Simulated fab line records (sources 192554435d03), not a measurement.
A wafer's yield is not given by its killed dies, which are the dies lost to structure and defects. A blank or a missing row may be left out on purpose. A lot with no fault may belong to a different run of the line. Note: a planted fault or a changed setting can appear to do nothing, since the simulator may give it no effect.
8D (eight disciplines) problem report, filled in by code -- flow n5_finfet -- the parts of the form that need people (team, actions taken, sign-off) are left out

== 1. WHAT WENT WRONG ==
At N5_BEOL_M0_CUTY_COAT_50, spin_speed_rpm averages 1217.7 rpm over 6 wafers from 2 lots, while fault-free wafers read 1500.0 rpm, standard deviation 0.9. That is -99 or more standard deviations from the usual mean.
The step: time 60 s, resist thk 15 nm.
First observed at day 8 16:07: wafer L263.3, on litho_track-01. The record holds 18 wafers of 6 lots with a number at this step. The rule behind "out" and "out of limits": a value lying over 4 standard deviations away from the usual mean. The other wafers with a number count as sound.

== 2. WHAT IT IS; WHAT IT IS NOT ==
question,is,is not
which readings at this step,spin_speed_rpm,-
which lots,"L263, L266","L253, L256, L269, L271"
which wafers of those lots,all that have a number,-
read on which tools,litho_track-01,"litho_track-02, litho_track-03"
when,from day 8 16:07,"up to then (6 sound wafers); but 6 sound wafers of L269, L271 came after"

== 3. THE SUSPECTS, EACH WITH WHAT RULES IT OUT ==
Counting: a tool at any process step up to the reading remains a suspect when it ran all the lots that are out and ran no sound lot after the first of those.
- ald_sin-01 at N5_BEOL_M0_SAQP_ALD_48 (deposits SiO2, target thk 20 nm, pulse time 1 s, co reactant pulse time 1 s): kept. All lots that are out passed through it, beginning with L263 at day 8 15:27, and no sound lot followed; its final sound lot before that point was L256 at day 7 02:09.
- litho_track-01 at N5_BEOL_M0_CUTY_COAT_50 (time 60 s, resist thk 15 nm): kept. All lots that are out passed through it, beginning with L263 at day 8 16:07, and no sound lot followed; its final sound lot before that point was L253 at day 6 05:25. Its own spin_speed_rpm readings are out on those wafers.
Left after counting: ald_sin-01 at N5_BEOL_M0_SAQP_ALD_48, litho_track-01 at N5_BEOL_M0_CUTY_COAT_50.

== 4. THE CAUSE (what the simulator had put in) ==
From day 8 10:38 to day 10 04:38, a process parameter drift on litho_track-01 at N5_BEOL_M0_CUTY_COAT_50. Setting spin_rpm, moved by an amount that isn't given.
Of the 2 suspects that counting leaves, this tool is one.

== 5. THE CHAIN OF EFFECTS, in route order ==
Each row: a reading where the mean over the struck wafers with a number is more than 3 standard deviations away from the usual. Only readings whose record carries a usual standard deviation are examined. hours: median over the lots of the time between each lot's start at the first step of this table that gives one and its start at this step. sigmas: the change, counted in usual standard deviations.
hours,step,reading,usual,on struck wafers,change,sigmas
0,N5_BEOL_M0_CUTY_COAT_50,spin_speed_rpm,1500.0 rpm,1217.7,-282.3,-99 or more
It contains these process steps:
- N5_BEOL_M0_CUTY_COAT_50: time 60 s, resist thk 15 nm.
Later steps that measure or inspect, where all struck wafers having a row at the step show a number for every such reading and not one has moved that far: N5_BEOL_M4_RC_MEAS_101.

== 6. WHAT WOULD HAVE CAUGHT IT SOONER ==
5 hours passed between the start of the fault at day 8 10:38 and the first reading out of limits in this record, taken at day 8 16:07.
